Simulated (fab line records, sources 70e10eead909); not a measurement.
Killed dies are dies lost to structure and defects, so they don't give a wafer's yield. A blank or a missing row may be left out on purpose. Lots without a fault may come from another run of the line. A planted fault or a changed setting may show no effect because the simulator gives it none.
fab line records | flow nand_harc
record lots=12 wafers=36 last_day=34
route steps=1302 shown A_STAIRCASE@653 END@1302
lots that met no fault: from a run of the same line without faults
start_h: hours from the record's first day to the start of the lot's first wafer shown | wait_h: hours since the lot's step before | " the same as in the row above | L1.1+2: a row that stands for several wafers | - no value, or no start given | * or withheld: withheld | < > ~ a bound
route shown NAME@n: a module of which the file shows steps, and the number in the route of the first | usual: mean/standard deviation of fault-free wafers | same: alike in all rows | chamber/n: place in a boat | sites: the reading at each site | _std_site: their standard deviation | _edge_site: outer sites' mean less inner sites' | radius_mm: how far each site lies from the wafer's centre | mask NAME#n: copy n | behind: the tool/chamber that last shaped the wafer | hold: why the lot was held/for how many hours/how that ended | device: the transistor (n, p or np) that didn't switch | end of line: the same wafers' tests at the end of the route | a step without rows: its recipe alone | killed: dies lost to structure and defects at the first sort, not the wafer's yield | map: a wafer's dies, x killed, . not, _ none there
set.NAME: the setting as run; set.NAME@STEP: as run at that earlier step | model.NAME: the simulator's own value behind a step, which no gauge read
steps of the route over a sample of lots; a table a step, a row a wafer
services: from which hour (start_h, from the record's first day; less than 0 if before it) a tool's chamber was out of use, for how many hours, and why
## steps
# step NHARC_A_STAIRCASE_STRIP_171
# recipe power_w=1500 temp_c=250 chemistry=O2
# usual drypump_motor_current_A=5.6/0.52 heater_power_w=314/14
# columns lot.wafer tool chamber start_h wait_h drypump_motor_current_A heater_power_w rf_hours_counter_h
L703.3 plasma_asher-01 1 359.66 - 6.3 322 -
L703.5 " 1 " " 6.3 321 -
L703.6 " 0 " " 5.7 326 -
L702.1 plasma_asher-01 1 359.85 - 6.4 325 2
L702.2 " 0 " " 5.7 315 2
L702.5 " 0 " " 5.7 317 -
L706.2 plasma_asher-01 1 402.46 - 6.3 327 11
L706.4 " 0 " " 5.7 316 -
L706.5 " 1 " " 6.4 317 -
L707.3 plasma_asher-01 0 407.46 - 5.7 319 -
L707.4 " 1 " " 6.3 314 -
L707.5 " 1 " " 6.3 320 -
L708.3 plasma_asher-02 0 423.76 - 5.0 313 -
L708.6 " 0 " " 5.0 318 -
L708.5 " 1 " " 5.2 289 -
L712.1 plasma_asher-01 0 460.05 - 5.7 318 22
L712.3 " 1 " " 6.3 323 -
L712.6 " 0 " " 5.7 318 -
L714.1 plasma_asher-02 0 483.70 - 5.0 289 11
L714.4 " 0 " " 5.0 306 -
L714.5 " 0 " " 5.0 295 -
L723.1 plasma_asher-02 1 552.37 - 5.2 300 26
L723.3 " 0 " " 5.0 309 -
L723.4 " 1 " " 5.2 298 -
L722.1 plasma_asher-02 0 553.13 - 5.0 294 26
L722.4 " 1 " " 5.2 294 -
L722.3 " 0 " " 5.0 303 -
L721.2 plasma_asher-01 0 558.18 - 5.7 332 7
L721.4 " 1 " " 6.3 347 -
L721.6 " 1 " " 6.4 344 -
L724.1 plasma_asher-01 1 569.85 - 6.4 341 10
L724.4 " 0 " " 5.7 334 -
L724.6 " 1 " " 6.4 351 -
L725.2 plasma_asher-01 1 582.76 - 6.3 347 12
L725.1 " 0 " " 5.7 328 12
L725.5 " 1 " " 6.3 329 -
# step NHARC_A_STAIRCASE_TRIM_24
# recipe time_s=211.2 o2_flow_sccm=500 ar_flow_sccm=0 bias_w=0 chemistry=O2
# usual drypump_motor_current_A=6.0/0.54 oes_product_au=0.999/0.0085 rf_vpp_V=57.7/0.83 showerhead_plenum_p_Torr=3.53/0.16 throttle_valve_pct=17.036/0.0099
# columns lot.wafer tool chamber start_h wait_h drypump_motor_current_A oes_product_au rf_hours_counter_h rf_vpp_V showerhead_plenum_p_Torr throttle_valve_pct
L703.3 rie_diel-13 3 - - 5.8 1.007 1 58.4 3.58 17.030
L703.5 " 3 " " 5.8 0.992 - 58.5 3.58 17.036
L703.6 " 0 " " 5.1 0.995 - 56.3 3.51 17.020
L702.1 rie_diel-08 3 - - 6.3 0.989 58 57.9 3.77 17.034
L702.2 " 1 " " 6.5 1.010 55 58.2 3.45 17.030
L702.5 " 3 " " 6.3 0.993 - 59.1 3.77 17.018
L706.2 rie_diel-13 1 - - 6.7 0.992 13 55.6 3.33 17.025
L706.4 " 0 " " 5.0 1.000 13 57.6 3.51 17.034
L706.5 " 1 " " 6.6 0.997 - 55.9 3.33 17.038
L707.3 rie_diel-11 0 - - 6.2 0.981 50 56.8 3.31 17.043
L707.4 " 2 " " 6.6 1.002 51 58.4 3.47 17.030
L707.5 " 0 " " 6.2 0.996 - 57.5 3.31 17.019
L708.3 rie_diel-13 1 - - 6.7 1.003 21 58.6 3.32 17.039
L708.5 " 0 " " 5.1 0.994 - 57.6 3.50 17.035
L708.6 " 1 " " 6.6 0.998 - 57.7 3.32 17.048
L712.3 rie_diel-13 3 - - 5.8 1.008 31 56.9 3.56 17.021
L712.1 " 0 " " 5.1 1.004 31 57.7 3.50 17.017
L712.6 " 3 " " 5.8 1.003 - 57.2 3.56 17.052
L714.1 rie_diel-13 1 - - 6.7 1.005 41 55.9 3.31 17.024
L714.4 " 0 " " 5.1 0.990 35 57.4 3.49 17.024
L714.5 " 1 " " 6.7 0.996 - 57.4 3.31 17.039
L723.4 rie_diel-13 3 - - 5.9 0.983 7 57.8 3.55 17.042
L723.3 " 0 " " 5.1 0.988 9 56.2 3.48 17.037
L723.1 " 1 " " 6.7 1.012 8 57.4 3.30 17.036
L722.1 rie_diel-11 3 - - 6.1 1.001 35 56.0 3.55 17.032
L722.3 " 1 " " 6.2 1.000 36 56.2 3.42 17.051
L722.4 " 2 " " 6.6 0.991 38 57.2 3.45 17.035
L721.2 rie_diel-08 3 - - 6.2 0.994 2 57.3 3.73 17.042
L721.4 " 2 " " 5.5 1.011 - 58.2 3.53 17.042
L721.6 " 0 " " 4.9 1.005 - 58.3 3.77 17.025
L724.1 rie_diel-08 3 - - 6.3 0.979 5 58.8 3.73 17.024
L724.4 " 0 " " 4.8 0.993 5 57.3 3.77 17.056
L724.6 " 3 " " 6.3 0.980 - 57.3 3.73 17.039
L725.1 rie_diel-13 0 - - 5.1 0.991 20 56.3 3.48 17.046
L725.2 " 2 " " 6.0 0.990 20 57.1 3.77 17.050
L725.5 " 0 " " 5.0 0.997 - 58.7 3.48 17.047
# step NHARC_A_STAIRCASE_ETCH_25
# recipe target_depth_a=1000 time_s=40.5 ion_energy_ev=400 c4f8_flow_sccm=20 o2_flow_sccm=10 ar_flow_sccm=withheld rf_w=600 bias_w=1000 chemistry=C4F8/O2
# usual oes_product_au=0.943/0.01 rf_fwd_power_W=592.7/2.9 rf_vpp_V=896/5.7
# columns lot.wafer tool chamber start_h wait_h oes_product_au rf_fwd_power_W rf_hours_counter_h rf_vpp_V
L703.3 rie_diel-13 1 362.86 - 0.942 586.8 2 888
L703.6 " 0 " " 0.931 595.0 - 896
L703.5 " 1 " " 0.946 587.1 - 887
L702.2 rie_diel-08 2 363.53 - 0.946 591.2 64 896
L702.1 " 0 " " 0.945 596.1 55 887
L702.5 " 1 " " 0.966 593.7 - 894
L706.4 rie_diel-13 2 405.58 - 0.934 595.4 13 905
L706.2 " 3 " " 0.952 590.6 13 897
L706.5 " 3 " " 0.948 593.6 - 899
L707.3 rie_diel-11 3 410.78 - 0.951 586.9 51 899
L707.4 " 0 " " 0.932 592.8 50 888
L707.5 " 3 " " 0.941 587.4 - 897
L708.3 rie_diel-13 2 428.24 - 0.962 591.5 22 905
L708.6 " 0 " " 0.936 596.2 - 895
L708.5 " 1 " " 0.935 589.8 - 888
L712.3 rie_diel-13 2 463.47 - 0.946 594.4 35 904
L712.1 " 0 " " 0.865 497.6 32 894
L712.6 " 2 " " 0.953 594.6 - 904
L714.1 rie_diel-13 0 487.10 - 0.854 497.8 35 894
L714.4 " 2 " " 0.957 596.5 41 906
L714.5 " 0 " " 0.861 498.5 - 893
L723.4 rie_diel-13 3 555.61 - 0.924 591.8 7 896
L723.1 " 0 " " 0.928 592.0 9 893
L723.3 " 1 " " 0.954 589.9 8 887
L722.4 rie_diel-11 3 556.38 - 0.941 588.0 35 897
L722.1 " 0 " " 0.942 590.8 33 887
L722.3 " 1 " " 0.954 591.3 36 891
L721.2 rie_diel-08 3 561.70 - 0.923 595.9 2 903
L721.6 " 3 " " 0.930 598.6 - 903
L721.4 " 0 " " 0.947 596.1 - 906
L724.1 rie_diel-08 2 573.14 - 0.938 590.4 5 896
L724.4 " 3 " " 0.933 596.6 6 904
L724.6 " 2 " " 0.951 591.8 - 896
L725.2 rie_diel-13 1 586.37 - 0.950 590.6 22 888
L725.1 " 2 " " 0.948 595.2 20 903
L725.5 " 0 " " 0.934 595.4 - 893
# step NHARC_A_STAIRCASE_ETCH_27
# recipe target_depth_a=1000 time_s=40.5 ion_energy_ev=400 c4f8_flow_sccm=20 o2_flow_sccm=10 ar_flow_sccm=withheld rf_w=600 bias_w=1000 chemistry=C4F8/O2
# usual oes_product_au=0.943/0.01 rf_fwd_power_W=593/3.3 rf_vpp_V=896/5.6
# columns lot.wafer tool chamber start_h wait_h oes_product_au rf_fwd_power_W rf_hours_counter_h rf_vpp_V
L703.3 rie_diel-13 3 - - 0.931 593 2 897
L703.5 " 2 " " 0.948 596 - 905
L703.6 " 3 " " 0.929 594 - 898
L702.1 rie_diel-08 1 - - 0.948 593 55 892
L702.2 " 3 " " 0.930 598 58 904
L702.5 " 1 " " 0.946 589 - 894
L706.4 rie_diel-13 2 - - 0.962 597 13 904
L706.2 " 0 " " 0.933 593 13 897
L706.5 " 1 " " 0.936 585 - 888
L707.3 rie_diel-11 0 - - 0.920 592 51 888
L707.4 " 1 " " 0.933 587 51 894
L707.5 " 2 " " 0.944 595 - 896
L708.3 rie_diel-13 1 - - 0.946 589 21 888
L708.5 " 1 " " 0.939 589 - 887
L708.6 " 2 " " 0.961 596 - 904
L712.1 rie_diel-13 0 - - 0.939 598 32 894
L712.3 " 2 " " 0.954 596 35 903
L712.6 " 0 " " 0.932 598 - 895
L714.4 rie_diel-13 3 - - 0.944 590 38 897
L714.1 " 1 " " 0.944 589 42 887
L714.5 " 3 " " 0.951 593 - 896
L723.1 rie_diel-13 2 - - 0.964 594 6 904
L723.4 " 3 " " 0.932 595 7 897
L723.3 " 1 " " 0.956 590 9 887
L722.4 rie_diel-11 0 - - 0.946 595 33 887
L722.1 " 1 " " 0.941 593 36 892
L722.3 " 3 " " 0.944 588 35 896
L721.2 rie_diel-08 0 - - 0.939 599 2 905
L721.4 " 3 " " 0.934 596 - 904
L721.6 " 2 " " 0.947 592 - 895
L724.1 rie_diel-08 2 - - 0.955 592 5 895
L724.4 " 1 " " 0.964 598 2 894
L724.6 " 2 " " 0.963 593 - 895
L725.1 rie_diel-13 3 - - 0.948 595 14 896
L725.2 " 1 " " 0.963 594 22 887
L725.5 " 3 " " 0.935 598 - 897
# step NHARC_END_SORT_01
# recipe temp_c=25
# usual killed_at_array=55/17 killed_at_other=1.1/1.6 killed_at_periphery=3.8/2.5 killed_dies=60/18 killed_open=3.3/1.9 killed_short=2.5/1.7
# same gross_dies=677
# columns lot.wafer tool chamber start_h wait_h killed_at_array killed_at_other killed_at_periphery killed_dies killed_open killed_short
L706.2 prober-01 0 602.43 2.8 79 4 4 87 2 4
L706.4 prober-01 0 604.00 3.4 54 2 3 59 3 1
L706.5 prober-01 0 604.79 3.6 63 3 1 67 5 1
L712.1 prober-01 0 667.65 2.5 61 1 7 69 7 5
L712.3 prober-01 0 669.27 3.1 36 1 5 42 2 3
L712.6 prober-01 0 671.70 4.0 46 3 8 57 4 2
L714.1 prober-02 0 686.86 2.5 77 2 3 82 5 7
L714.4 prober-02 0 689.28 3.4 65 0 5 70 1 0
L714.5 prober-02 0 690.09 3.7 65 0 2 67 1 3
L723.1 prober-01 0 764.44 2.5 65 5 1 71 6 4
L723.3 prober-01 0 766.06 3.1 47 2 8 57 2 2
L723.4 prober-01 0 766.86 3.4 63 4 5 72 2 0
L722.1 prober-02 0 764.96 2.5 26 1 4 31 7 1
L722.3 prober-02 0 766.55 3.1 39 2 1 42 4 2
L722.4 prober-02 0 767.35 3.4 22 0 5 27 1 3
L721.2 prober-01 0 773.06 2.8 40 1 4 45 1 1
L721.4 prober-01 0 774.67 3.4 42 1 2 45 3 2
L721.6 prober-01 0 776.29 4.0 44 1 3 48 5 1
# killed by level:class
L706.2 A_CHANNEL_HOLE_D2:chamber_film_flake=37 A_SLIT:chamber_film_flake=30 A_CONTACT:chamber_film_flake=6 A_CHANNEL_HOLE_D1:chamber_film_flake=3 THIN_TSV:chamber_film_flake=3 P_M0:geometric_particle:short=2 A_WL_FILL:chamber_film_flake=2 P_CONTACT:geometric_particle:short=1
L706.4 A_CHANNEL_HOLE_D2:chamber_film_flake=32 A_SLIT:chamber_film_flake=11 A_CONTACT:chamber_film_flake=7 A_CHANNEL_HOLE_D1:chamber_film_flake=2 THIN_TSV:chamber_film_flake=2 P_M0:geometric_particle:open=1 P_M1:geometric_particle:open=1 P_M2:geometric_particle:open=1
L706.5 A_CHANNEL_HOLE_D2:chamber_film_flake=28 A_SLIT:chamber_film_flake=17 A_CONTACT:chamber_film_flake=7 THIN_TSV:chamber_film_flake=3 A_SGD_CUT:chamber_film_flake=2 A_SOURCE_PLATE:geometric_particle:open=1 A_SOURCE_PLATE:geometric_particle:short=1 A_CHANNEL_HOLE_D2:geometric_particle:open=1
L712.1 A_SLIT:chamber_film_flake=23 A_CHANNEL_HOLE_D2:chamber_film_flake=18 A_CONTACT:chamber_film_flake=4 P_M0:geometric_particle:short=2 A_ONON_D2:geometric_particle:open=2 A_M0:geometric_particle:open=2 P_M1:chamber_film_flake=2 A_CHANNEL_HOLE_D1:chamber_film_flake=2
L712.3 A_SLIT:chamber_film_flake=16 A_CONTACT:chamber_film_flake=6 A_CHANNEL_HOLE_D2:chamber_film_flake=4 P_GATE:chamber_film_flake=3 A_CHANNEL_HOLE_D1:chamber_film_flake=3 A_WL_FILL:geometric_particle:short=2 A_STAIRCASE:chamber_film_flake=2 P_M0:geometric_particle:short=1
L712.6 A_SLIT:chamber_film_flake=28 A_CHANNEL_HOLE_D2:chamber_film_flake=8 P_GATE:chamber_film_flake=5 A_CONTACT:chamber_film_flake=3 P_M1:chamber_film_flake=2 A_DECK1_JOINT:chamber_film_flake=2 THIN_TSV:chamber_film_flake=2 P_M0:geometric_particle:open=1
L714.1 A_SLIT:chamber_film_flake=33 A_CHANNEL_HOLE_D2:chamber_film_flake=16 A_CONTACT:chamber_film_flake=7 A_CHANNEL_HOLE_D1:chamber_film_flake=6 A_ONON_D2:geometric_particle:open=2 A_WL_FILL:geometric_particle:short=2 A_SGD_CUT:chamber_film_flake=2 THIN_TSV:chamber_film_flake=2
L714.4 A_SLIT:chamber_film_flake=34 A_CHANNEL_HOLE_D2:chamber_film_flake=14 A_CONTACT:chamber_film_flake=8 P_ZERO_WELL:chamber_film_flake=4 A_M0:chamber_film_flake=3 A_CHANNEL_FILL_D2:chamber_film_flake=2 A_CONTACT:geometric_particle:open=1 P_CONTACT:chamber_film_flake=1
L714.5 A_SLIT:chamber_film_flake=30 A_CHANNEL_HOLE_D2:chamber_film_flake=19 A_CHANNEL_HOLE_D1:chamber_film_flake=4 A_SGD_CUT:chamber_film_flake=3 A_STAIRCASE:chamber_film_flake=2 A_CONTACT:chamber_film_flake=2 A_ONON_D1:geometric_particle:short=1 A_CHANNEL_FILL_D1:geometric_particle:short=1
L723.1 A_CONTACT:chamber_film_flake=16 A_CHANNEL_HOLE_D2:chamber_film_flake=15 A_CHANNEL_HOLE_D1:chamber_film_flake=14 A_SLIT:chamber_film_flake=11 THIN_TSV:chamber_film_flake=5 A_CHANNEL_FILL_D2:geometric_particle:short=2 A_CHANNEL_FILL_D2:geometric_particle:open=2 P_CONTACT:geometric_particle:open=1
L722.1 A_CHANNEL_HOLE_D1:chamber_film_flake=6 A_SLIT:chamber_film_flake=5 A_CONTACT:chamber_film_flake=4 P_CONTACT:chamber_film_flake=3 A_M0:chamber_film_flake=3 A_CHANNEL_HOLE_D2:geometric_particle:open=2 A_M0:geometric_particle:open=2 A_DECK1_JOINT:geometric_particle:open=1
L723.3 A_CONTACT:chamber_film_flake=13 A_CHANNEL_HOLE_D2:chamber_film_flake=12 A_SLIT:chamber_film_flake=9 A_CHANNEL_HOLE_D1:chamber_film_flake=6 P_M0:chamber_film_flake=5 A_STAIRCASE:chamber_film_flake=3 THIN_TSV:chamber_film_flake=2 P_M0:geometric_particle:open=1
L722.3 A_CHANNEL_HOLE_D1:chamber_film_flake=19 A_SLIT:chamber_film_flake=9 A_CONTACT:chamber_film_flake=3 THIN_TSV:chamber_film_flake=2 A_ONON_D1:geometric_particle:open=1 A_CHANNEL_FILL_D1:geometric_particle:open=1 A_ONON_D2:geometric_particle:open=1 A_CHANNEL_FILL_D2:geometric_particle:short=1
L723.4 A_CHANNEL_HOLE_D2:chamber_film_flake=20 A_CHANNEL_HOLE_D1:chamber_film_flake=13 A_CONTACT:chamber_film_flake=13 A_SLIT:chamber_film_flake=11 P_M0:chamber_film_flake=4 THIN_TSV:chamber_film_flake=4 A_STAIRCASE:chamber_film_flake=2 A_CONTACT:geometric_particle:open=1
L722.4 A_CHANNEL_HOLE_D1:chamber_film_flake=10 P_CONTACT:chamber_film_flake=5 A_CONTACT:chamber_film_flake=3 A_CHANNEL_HOLE_D2:geometric_particle:short=2 A_SLIT:chamber_film_flake=2 A_SOURCE_PLATE:geometric_particle:open=1 A_SGD_CUT:geometric_particle:short=1 A_CHANNEL_HOLE_D2:chamber_film_flake=1
L721.2 A_SLIT:chamber_film_flake=23 A_CHANNEL_HOLE_D1:chamber_film_flake=11 P_GATE:chamber_film_flake=2 A_WL_FILL:chamber_film_flake=2 A_M0:chamber_film_flake=2 P_CONTACT:geometric_particle:open=1 A_DECK1_JOINT:geometric_particle:short=1 P_CONTACT:chamber_film_flake=1
L721.4 A_SLIT:chamber_film_flake=23 A_CHANNEL_HOLE_D1:chamber_film_flake=12 A_CHANNEL_FILL_D1:geometric_particle:open=1 A_DECK1_JOINT:geometric_particle:open=1 A_CHANNEL_FILL_D2:geometric_particle:open=1 A_BLC:geometric_particle:short=1 STARTING-WAFER:geometric_particle:short=1 P_GATE:chamber_film_flake=1
L721.6 A_SLIT:chamber_film_flake=27 A_CHANNEL_HOLE_D1:chamber_film_flake=11 P_M1:geometric_particle:open=1 P_M2:geometric_particle:open=1 STARTING-WAFER:geometric_particle:open=1 A_WL_FILL:geometric_particle:short=1 A_WL_FILL:geometric_particle:open=1 A_CONTACT:geometric_particle:open=1
## services
# columns tool chamber start_h hours kind
rie_diel-13 - 342.35 9.0 pm
rie_diel-13 0 342.35 9.0 vent_cycle
rie_diel-13 1 342.35 9.0 vent_cycle
rie_diel-13 2 342.35 9.0 vent_cycle
rie_diel-13 3 342.35 9.0 vent_cycle
plasma_asher-01 - 343.68 9.0 pm
rie_diel-13 0 351.35 - clean
rie_diel-13 1 351.35 - clean
plasma_asher-02 - 357.79 5.0 repair
rie_diel-11 2 379.91 2.2 repair
rie_diel-08 1 385.33 6.2 repair
plasma_asher-02 - 426.15 9.0 pm
rie_diel-11 0 435.20 3.0 repair
rie_diel-11 - 435.99 9.0 pm
rie_diel-08 0 462.37 9.5 repair
rie_diel-13 0 471.12 7.6 repair
rie_diel-11 0 485.74 1.2 repair
rie_diel-13 - 519.35 9.0 pm
plasma_asher-01 - 520.68 9.0 pm
plasma_asher-02 - 538.43 9.5 repair
rie_diel-08 - 544.93 9.0 pm
rie_diel-08 1 558.67 8.7 repair
rie_diel-13 3 570.33 8.1 repair
rie_diel-08 - 586.61 0.7 repair
## key
first_sign step=NHARC_A_STAIRCASE_ETCH_25 reading=rf_fwd_power_W direction=down sigmas=33 usual=* struck=*
effect step=NHARC_A_STAIRCASE_ETCH_25 reading=oes_product_au direction=down sigmas=8.3 usual=0.943 struck=0.860
met_at NHARC_A_STAIRCASE_ETCH_25
struck_lots L712,L714
struck_wafers L712.1,L714.1,L714.5
tester_left_out L712,L714
not_acting_at NHARC_A_STAIRCASE_STRIP_171,NHARC_A_STAIRCASE_TRIM_24,NHARC_A_STAIRCASE_ETCH_27
onset_between 428.24 463.47
fault kind=process_parameter_drift tool=rie_diel-13 chamber=0 onset_h=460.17 steps=NHARC_A_STAIRCASE_ETCH_25 channel=rf_w offset=* shape=step end_h=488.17 acts_in=* stated=*
# tester_left_out: of these lots the tester's yield and bins aren't shown, on N5 and GAA mostly nor the transistor test; their killed dies are dies lost to structure and defects alone, not to doping, threshold or leakage, so they don't give the yield
